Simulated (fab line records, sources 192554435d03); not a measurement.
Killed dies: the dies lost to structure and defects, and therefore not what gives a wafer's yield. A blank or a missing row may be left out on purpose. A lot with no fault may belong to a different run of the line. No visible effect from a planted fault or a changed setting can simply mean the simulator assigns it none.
Matching of chambers | flow n5-finfet | N5_BEOL_M7_CMP_52 on cmp-03: 4 sister chambers
The step polishes, stops on SiCOH lowk, t overpolish 6.9 s, target thk 80 nm. 8 wafers are shown with their chamber, then 11 later ones without.

== EACH WAFER AND ITS CHAMBER ==
wafer  | chamber | motor-current-A (A) | time-to-endpoint-s (s)
L082.3 | 0       | 5.3                 | 64.0
L082.5 | 0       | 5.6                 | 60.9
L083.3 | 3       | 6.5                 | 63.9
L083.4 | 2       | 6.1                 | 59.3
L085.1 | 3       | 6.4                 | 62.5
L085.3 | 2       | 6.2                 | 60.0
L085.6 | 1       | 5.6                 | 57.2
L088.1 | 1       | 5.9                 | 62.8

== WAFERS WITH NO CHAMBER GIVEN ==
wafer  | motor-current-A (A) | time-to-endpoint-s (s)
L088.2 | 6.1                 | 61.4
L088.4 | 5.6                 | 65.7
L091.3 | 5.9                 | 61.4
L091.5 | 6.0                 | 62.4
L091.6 | 6.1                 | 58.8
L090.2 | 6.0                 | 64.8
L090.4 | 5.6                 | 66.0
L090.5 | 6.1                 | 64.9
L095.3 | 5.5                 | 65.5
L095.5 | 5.6                 | 67.5
L095.6 | 5.7                 | 64.0

== CHAMBER TAKEN BY EACH ==
wafer  | from the rows above               | in truth
L088.2 | can't be placed: 2 or 1 or 3      | 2
L088.4 | can't be placed: 0 or 1           | 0
L091.3 | can't be placed: 1 or 2 or 0      | 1
L091.5 | can't be placed: 2 or 1 or 3 or 0 | 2
L091.6 | can't be placed: 2 or 1           | 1
L090.2 | can't be placed: 2 or 1 or 3 or 0 | 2
L090.4 | can't be placed: 0 or 1           | 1
L090.5 | can't be placed: 2 or 3 or 1 or 0 | 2
L095.3 | can't be placed: 0 or 1           | 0
L095.5 | can't be placed: 0 or 1           | 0
L095.6 | can't be placed: 0 or 1 or 2      | 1
0 of 11 placed correctly. Unplaceable from these rows: 11, with the true chamber sitting among the candidates in 11. 0 placed wrongly.
How it was worked out, from the rows above alone: a wafer's distance from a chamber is the root of the sum, over the readings, of the square of ((its reading less the chamber's mean) divided by the reading's scatter). The wafer belongs to the nearest chamber; if the next one is less than 2 further off, it can't be placed. A chamber's mean is the mean of its shown wafers. The scatter is the square root of a quotient: the sum, over the shown wafers, of each reading's squared deviation from its chamber's mean, divided by wafers minus chambers.
